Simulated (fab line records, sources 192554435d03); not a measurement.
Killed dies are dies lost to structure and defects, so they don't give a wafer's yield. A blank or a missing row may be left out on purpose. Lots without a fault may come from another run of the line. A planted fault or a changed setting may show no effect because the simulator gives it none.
fab line records | flow n5_finfet | part 2 of 2: steps 20 to 27 of 27
record lots=5 wafers=15 last_day=20
route steps=1938 shown BEOL_M8@1359
lots that met no fault: from a run of the same line without faults
start_h: hours from the record's first day to the start of the lot's first wafer shown | wait_h: hours since the lot's step before | " the same as in the row above | L1.1+2: a row that stands for several wafers | - no value, or no start given | * or withheld: withheld | < > ~ a bound
route shown NAME@n: a module of which the file shows steps, and the number in the route of the first | usual: mean/standard deviation of fault-free wafers | same: alike in all rows | chamber/n: place in a boat | sites: the reading at each site | _std_site: their standard deviation | _edge_site: outer sites' mean less inner sites' | radius_mm: how far each site lies from the wafer's centre | mask NAME#n: copy n | behind: the tool/chamber that last shaped the wafer | hold: why the lot was held/for how many hours/how that ended | device: the transistor (n, p or np) that didn't switch | end of line: the same wafers' tests at the end of the route | a step without rows: its recipe alone | killed: dies lost to structure and defects at the first sort, not the wafer's yield | map: a wafer's dies, x killed, . not, _ none there
set.NAME: the setting as run; set.NAME@STEP: as run at that earlier step | model.NAME: the simulator's own value behind a step, which no gauge read
lots at some steps of the route; a table a step, a row a wafer
services: from which hour (start_h, from the record's first day; less than 0 if before it) a tool's chamber was out of use, for how many hours, and why
## steps
# step N5_BEOL_M8_ETCH_41
# recipe chemistry=CH3F/O2 target=SiCN target_depth_a=319 taper_deg=2 time_s=57.8 ion_energy_ev=120 mask_material=TiN pressure_mtorr=30 source_w=395 bias_w=75 Ar_flow_sccm=150 CH3F_flow_sccm=30 O2_flow_sccm=20
# usual bias_w=74.95/0.25 drypump_motor_current_A=5.70/0.18 mfc_ar_sccm=150.0/0.53 oes_product_au=0.77/0.086 rf_vpp_V=296.6/1.6 showerhead_plenum_p_Torr=1.96/0.059 throttle_valve_pct=16.39/0.25
# columns lot.wafer tool chamber start_h wait_h bias_w drypump_motor_current_A mfc_ar_sccm oes_product_au rf_hours_counter_h rf_vpp_V showerhead_plenum_p_Torr throttle_valve_pct
L084.2 rie_diel-01 0 - - 75.45 5.71 150.4 0.77 150 295.8 1.92 16.37
L084.3 " 1 " " 74.87 5.57 150.2 0.78 129 300.1 2.09 16.44
L084.6 " 1 " " 75.39 5.56 149.9 0.78 - 299.1 2.09 16.44
L085.1 rie_diel-03 2 - - 75.01 5.95 149.9 0.68 245 297.4 2.05 16.53
L085.5 " 2 " " 75.21 5.96 150.0 0.67 - 298.3 2.05 16.53
L085.6 " 3 " " 75.03 5.65 150.6 0.73 - 296.2 1.90 16.39
L089.3 rie_diel-01 3 - - 75.21 5.84 151.0 0.86 58 295.1 1.94 15.91
L089.5 " 2 " " 75.05 5.64 150.0 0.69 - 296.1 1.98 16.85
L089.6 " 3 " " 75.35 5.85 150.4 0.86 - 295.8 1.94 15.91
L091.1 rie_diel-03 3 - - 74.47 5.66 150.0 0.71 206 297.4 1.90 16.40
L091.2 " 0 " " 75.01 5.52 150.6 0.90 23 296.3 1.96 16.00
L091.6 " 1 " " 74.73 5.77 150.3 0.72 - 295.1 1.91 16.66
L096.3 rie_diel-03 1 - - 74.76 5.78 150.2 0.72 201 294.0 1.91 16.66
L096.4 " 0 " " 74.97 5.52 149.3 0.90 - 296.6 1.95 16.01
L096.6 " 3 " " 75.08 5.64 150.2 0.71 - 296.4 1.90 16.42
# step N5_BEOL_M8_STRIP_80
# recipe chemistry=N2/H2 time_s=10 power_w=450 temp_c=40 pressure_mtorr=20 rf_frequency_hz=6e+07 bias_power_w=7 n2_flow_sccm=200 h2_flow_sccm=200
# usual drypump_motor_current_A=5.71/0.19 oes_product_au=0.77/0.083 rf_vpp_V=59.0/0.8 showerhead_plenum_p_Torr=2.48/0.088 throttle_valve_pct=23.6/0.34
# columns lot.wafer tool chamber start_h wait_h drypump_motor_current_A oes_product_au rf_hours_counter_h rf_vpp_V showerhead_plenum_p_Torr throttle_valve_pct
L084.2 rie_diel-01 0 - - 5.76 0.78 150 59.6 2.44 23.7
L084.3 " 1 " " 5.51 0.79 129 59.9 2.65 23.9
L084.6 " 1 " " 5.54 0.78 - 58.6 2.65 23.9
L085.1 rie_diel-03 2 - - 5.97 0.67 245 59.7 2.60 23.6
L085.5 " 2 " " 5.94 0.68 - 58.7 2.60 23.7
L085.6 " 3 " " 5.66 0.73 - 58.1 2.39 23.3
L089.3 rie_diel-01 3 - - 5.86 0.86 58 58.4 2.48 23.5
L089.5 " 2 " " 5.66 0.69 - 58.2 2.51 24.3
L089.6 " 3 " " 5.85 0.85 - 58.7 2.47 23.4
L091.1 rie_diel-03 3 - - 5.63 0.73 206 58.8 2.39 23.3
L091.2 " 0 " " 5.51 0.90 23 59.8 2.46 23.1
L091.6 " 1 " " 5.78 0.71 - 57.9 2.40 24.0
L096.3 rie_diel-03 1 - - 5.78 0.71 201 58.2 2.40 24.0
L096.4 " 0 " " 5.51 0.89 - 58.4 2.46 23.1
L096.6 " 3 " " 5.66 0.72 - 58.2 2.38 23.3
# step N5_BEOL_M8_OCD_MEAS_38
# usual trench_depth_nm=92.1/2.7
# columns lot.wafer tool chamber start_h wait_h trench_depth_nm
L084.2 ocd-02 - 353.75 - 92.7
L084.3 " - " " 93.5
L084.6 " - " " 95.1
L085.1 ocd-02 - 373.38 - 88.5
L085.5 " - " " 89.2
L085.6 " - " " 89.9
L089.3 ocd-01 - 392.29 - 93.9
L089.5 " - " " 90.0
L089.6 " - " " 94.7
L091.1 ocd-01 - 400.55 - 88.4
L091.2 " - " " 96.5
L091.6 " - " " 91.7
L096.3 ocd-02 - 404.08 - 91.7
L096.4 " - " " 96.1
L096.6 " - " " 90.4
# step N5_BEOL_M8_HM_STRIP_39
# recipe chemistry=peroxide_tin_strip material=TiN target_depth_a=250 temp_c=50 time_s=158
# usual bath_heat_duty_pct=7.3/1
# columns lot.wafer tool chamber start_h wait_h bath_heat_duty_pct
L084.2 wet_bench-01 7 353.78 0.0 6.2
L084.3 " 1 " " 8.2
L084.6 " 2 " " 8.0
L085.1 wet_bench-03 5 373.41 0.0 9.9
L085.5 " 6 " " 7.3
L085.6 " 2 " " 7.1
L089.3 wet_bench-03 0 392.32 0.0 7.3
L089.5 " 3 " " 9.5
L089.6 " 2 " " 6.6
L091.1 wet_bench-02 3 400.59 0.0 7.9
L091.2 " 5 " " 6.6
L091.6 " 6 " " 6.3
L096.3 wet_bench-02 2 404.11 0.0 5.7
L096.4 " 3 " " 6.6
L096.6 " 1 " " 6.2
# step N5_BEOL_M8_SRD_40
# recipe time_s=30 temp_c=23 rinse_liquid=diw dry=ipa_marangoni
# usual bath_heat_duty_pct=3.7/0.65
# columns lot.wafer tool chamber start_h wait_h bath_heat_duty_pct
L084.2 wet_bench-01 7 353.83 0.0 2.9
L084.3 " 1 " " 5.0
L084.6 " 2 " " 4.3
L085.1 wet_bench-03 5 373.46 0.0 5.4
L085.5 " 6 " " 4.1
L085.6 " 2 " " 3.5
L089.3 wet_bench-03 0 392.37 0.0 3.1
L089.5 " 3 " " 4.8
L089.6 " 2 " " 3.8
L091.1 wet_bench-02 3 400.68 0.0 3.7
L091.2 " 5 " " 2.9
L091.6 " 6 " " 3.6
L096.3 wet_bench-02 2 404.20 0.0 3.5
L096.4 " 3 " " 3.7
L096.6 " 1 " " 2.9
# step N5_BEOL_M8_PRECLEAN_42
# recipe chemistry=residue_remover time_s=60 temp_c=40
# usual bath_heat_duty_pct=4.6/0.73
# columns lot.wafer tool chamber start_h wait_h bath_heat_duty_pct
L084.2 wet_bench-01 7 353.84 0.0 3.5
L084.3 " 1 " " 4.8
L084.6 " 2 " " 4.5
L085.1 wet_bench-03 5 373.48 0.0 5.6
L085.5 " 6 " " 4.3
L085.6 " 2 " " 4.2
L089.3 wet_bench-03 0 392.38 0.0 4.5
L089.5 " 3 " " 6.1
L089.6 " 2 " " 5.6
L091.1 wet_bench-02 3 400.71 0.0 4.6
L091.2 " 5 " " 3.6
L091.6 " 6 " " 3.1
L096.3 wet_bench-02 2 404.24 0.0 4.5
L096.4 " 3 " " 4.3
L096.6 " 1 " " 3.7
# step N5_BEOL_M8_SRD_43
# recipe time_s=30 temp_c=23 rinse_liquid=diw dry=ipa_marangoni
# usual bath_heat_duty_pct=3.7/0.63
# columns lot.wafer tool chamber start_h wait_h bath_heat_duty_pct
L084.2 wet_bench-01 7 353.86 0.0 3.2
L084.3 " 1 " " 4.3
L084.6 " 2 " " 4.5
L085.1 wet_bench-03 5 373.49 0.0 4.6
L085.5 " 6 " " 3.3
L085.6 " 2 " " 4.1
L089.3 wet_bench-03 0 392.40 0.0 2.7
L089.5 " 3 " " 5.2
L089.6 " 2 " " 4.0
L091.1 wet_bench-02 3 400.75 0.0 4.0
L091.2 " 5 " " 3.6
L091.6 " 6 " " 3.2
L096.3 wet_bench-02 2 404.27 0.0 3.4
L096.4 " 3 " " 3.7
L096.6 " 1 " " 2.7
# step N5_BEOL_M8_CD_MEAS_35
# recipe target_cd_nm=40 polarity=opening
# usual cd_nm=39.7/0.82
# columns lot.wafer tool chamber start_h wait_h cd_nm
L084.2 cd_sem-03 - 353.90 0.0 40.7
L084.3 " - " " 40.0
L084.6 " - " " 39.8
L085.1 cd_sem-03 - 373.53 0.0 40.1
L085.5 " - " " 40.4
L085.6 " - " " 39.7
L089.3 cd_sem-03 - 392.44 0.0 40.7
L089.5 " - " " 40.3
L089.6 " - " " 40.4
L091.1 cd_sem-01 - 400.80 0.0 39.7
L091.2 " - " " 39.6
L091.6 " - " " 39.8
L096.3 cd_sem-02 - 404.33 0.0 40.6
L096.4 " - " " 39.6
L096.6 " - " " 39.9
## services
# columns tool chamber start_h hours kind
euv_scanner-01 - 337.20 5.8 pm
euv_scanner-02 - 342.98 1.0 pm
euv_scanner-02 - 348.95 12.0 pm
euv_scanner-02 - 376.29 4.6 pm
euv_scanner-01 - 380.89 1.0 pm
euv_scanner-01 0 387.61 - calibration
euv_scanner-01 - 388.50 12.0 pm
rie_diel-03 2 390.73 - clean
rie_diel-03 2 390.73 - consumable_replace:focus_ring
rie_diel-03 2 390.73 25.9 scheduled_down
rie_diel-03 2 390.73 25.9 vent_cycle
rie_diel-01 0 394.03 3.4 repair
euv_scanner-02 - 398.52 0.9 repair
euv_scanner-02 - 400.50 1.0 pm
